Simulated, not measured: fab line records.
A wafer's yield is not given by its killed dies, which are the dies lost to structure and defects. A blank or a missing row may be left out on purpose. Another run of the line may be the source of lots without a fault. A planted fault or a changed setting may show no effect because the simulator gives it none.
Split-lot study + flow n5_finfet + 39 wafers read across 7 lots, on a route 1938 steps long

THE SPLIT
At N5_HKMG_FIN_ETCH_32 (etches SOC in N2/H2, target depth 240 nm, time 300 s), the setting target_depth_a was moved away from the recipe's 2400 angstrom on 15 of the 39 wafers read, by -10.4% to -4.2%. All remaining wafers had this setting at the recipe value.

Reading taken at the split's own step.

THE READING
HKMG_FIN.feature_depth_nm (the simulator's own value, which no gauge read), in nm, at N5_HKMG_FIN_ETCH_32 (etches SOC in N2/H2, target depth 240 nm, time 300 s). The file does not state a usual value for it. Here, 24 wafers ran the recipe; their average is 242.5 nm with a standard deviation of 6.1 nm.

| wafer  | tool, chamber at the split | target_depth_a as run, angstrom | against the recipe | HKMG_FIN.feature_depth_nm, nm | against lot-mates on the recipe |
|--------|----------------------------|---------------------------------|--------------------|-------------------------------|---------------------------------|
| L080.1 | rie_diel-05, 2             | 2252                            | -6.2%              | 230.8                         | -16.2                           |
| L080.2 | rie_diel-05, 3             | 2400                            | recipe             | 246.8                         | -                               |
| L080.3 | rie_diel-05, 0             | 2252                            | -6.2%              | 229.6                         | -17.4                           |
| L080.4 | rie_diel-05, 1             | 2252                            | -6.2%              | 225.6                         | -21.4                           |
| L080.5 | rie_diel-05, 3             | 2400                            | recipe             | 248.4                         | -                               |
| L080.6 | rie_diel-05, 2             | 2400                            | recipe             | 245.8                         | -                               |
| L081.1 | rie_diel-03, 2             | 2400                            | recipe             | 247.2                         | -                               |
| L081.2 | rie_diel-03, 3             | 2300                            | -4.2%              | 232                           | -15.2                           |
| L081.3 | rie_diel-03, 1             | 2300                            | -4.2%              | 233.6                         | -13.6                           |
| L081.4 | rie_diel-03, 0             | 2400                            | recipe             | 248.2                         | -                               |
| L081.5 | rie_diel-03, 1             | 2300                            | -4.2%              | 233.2                         | -14.0                           |
| L081.6 | rie_diel-03, 2             | 2400                            | recipe             | 246.2                         | -                               |
| L083.1 | rie_diel-06, 2             | 2400                            | recipe             | 232.4                         | -                               |
| L083.2 | rie_diel-06, 0             | 2400                            | recipe             | 238                           | -                               |
| L083.5 | rie_diel-06, 3             | 2400                            | recipe             | 243                           | -                               |
| L088.1 | rie_diel-03, 3             | 2400                            | recipe             | 240.6                         | -                               |
| L088.2 | rie_diel-03, 0             | 2400                            | recipe             | 246.8                         | -                               |
| L088.3 | rie_diel-03, 2             | 2400                            | recipe             | 249.2                         | -                               |
| L088.4 | rie_diel-03, 1             | 2400                            | recipe             | 248.4                         | -                               |
| L088.5 | rie_diel-03, 0             | 2400                            | recipe             | 248.2                         | -                               |
| L088.6 | rie_diel-03, 3             | 2400                            | recipe             | 241.8                         | -                               |
| L091.1 | rie_diel-06, 3             | 2151                            | -10.4%             | 215.6                         | -19.4                           |
| L091.2 | rie_diel-06, 1             | 2151                            | -10.4%             | 219                           | -16.0                           |
| L091.3 | rie_diel-06, 0             | 2400                            | recipe             | 234.4                         | -                               |
| L091.4 | rie_diel-06, 0             | 2400                            | recipe             | 231.8                         | -                               |
| L091.5 | rie_diel-06, 1             | 2151                            | -10.4%             | 218.4                         | -16.6                           |
| L091.6 | rie_diel-06, 3             | 2400                            | recipe             | 238.8                         | -                               |
| L094.1 | rie_diel-06, 0             | 2400                            | recipe             | 233.2                         | -                               |
| L094.2 | rie_diel-06, 2             | 2204                            | -8.2%              | 214.4                         | -19.5                           |
| L094.3 | rie_diel-06, 3             | 2400                            | recipe             | 237.6                         | -                               |
| L094.4 | rie_diel-06, 1             | 2204                            | -8.2%              | 225                           | -8.9                            |
| L094.5 | rie_diel-06, 0             | 2400                            | recipe             | 231                           | -                               |
| L094.6 | rie_diel-06, 3             | 2204                            | -8.2%              | 218.4                         | -15.5                           |
| L096.1 | rie_diel-03, 1             | 2400                            | recipe             | 247.8                         | -                               |
| L096.2 | rie_diel-03, 3             | 2294                            | -4.4%              | 230.2                         | -17.3                           |
| L096.3 | rie_diel-03, 0             | 2294                            | -4.4%              | 234                           | -13.5                           |
| L096.4 | rie_diel-03, 2             | 2294                            | -4.4%              | 238.2                         | -9.3                            |
| L096.5 | rie_diel-03, 2             | 2400                            | recipe             | 246.2                         | -                               |
| L096.6 | rie_diel-03, 1             | 2400                            | recipe             | 248.6                         | -                               |

THE FIT
A straight line over all 39 wafers: HKMG_FIN.feature_depth_nm changes by +2.47 nm for each +1% of target_depth_a; r = +0.86; the points scatter about the line by 5.4 nm.
The same after taking each lot's own level away (the mean of its wafers on the recipe; 39 wafers): +2.02 nm for each +1%; r = +0.88; scatter 4 nm.
The reading moves by 21 nm for the largest change in target_depth_a, on that fit.
The span of the lots' own levels, 233.93 to 247.53 nm, comes to 2.2 times the standard deviation stated above.
Thus the slope moves with the lot-to-lot level: the two fits are different.
Check: -22.2 nm against its lot-mates is what the line predicts for one of the wafers moved furthest among these (-10.4%) when that wafer is left out of the fit. It came out at -19.4 nm against them.

OTHER SPLITS ON THESE WAFERS
Note: prior to the reading, these wafers also went through further splits. Each is held against what the fit with the lots' levels taken away leaves over:
| other split on the same wafers       | wafers away from the commonest value | r with HKMG_FIN.feature_depth_nm (lot level and that fit taken away) |
|--------------------------------------|--------------------------------------|----------------------------------------------------------------------|
| N5_WELL_APT_IMPLANT_14 energy_kev    | 18                                   | -0.14                                                                |
| N5_WELL_APT_EPI_41 target_thk_a      | 12                                   | -0.25                                                                |
| N5_DUMMY_GATE_EXPOSE_12 dose_mj      | 18                                   | +0.10                                                                |
| N5_DUMMY_GATE_ETCH_32 time_s         | 15                                   | +0.28                                                                |
| N5_DUMMY_GATE_ETCH_44 target_depth_a | 15                                   | +0.00                                                                |

THE WHOLE CHAIN: every reading that the file lists as answering this split, in the file's order
| step                | what it does                                         | reading                                                                    | change (the file's fit)              | r (the file's) |
|---------------------|------------------------------------------------------|----------------------------------------------------------------------------|--------------------------------------|----------------|
| N5_HKMG_FIN_ETCH_32 | etches SOC in N2/H2, target depth 240 nm, time 300 s | etch.depth_nm (the simulator's own value, which no gauge read)             | +2.13 nm for each +1% of the setting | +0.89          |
| N5_HKMG_FIN_ETCH_32 | etches SOC in N2/H2, target depth 240 nm, time 300 s | HKMG_FIN.feature_depth_nm (the simulator's own value, which no gauge read) | +2.13 nm for each +1% of the setting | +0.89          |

FILE'S OWN FIT
HKMG_FIN.feature_depth_nm changes by +2.13 nm for each +1% of target_depth_a, r = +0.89.
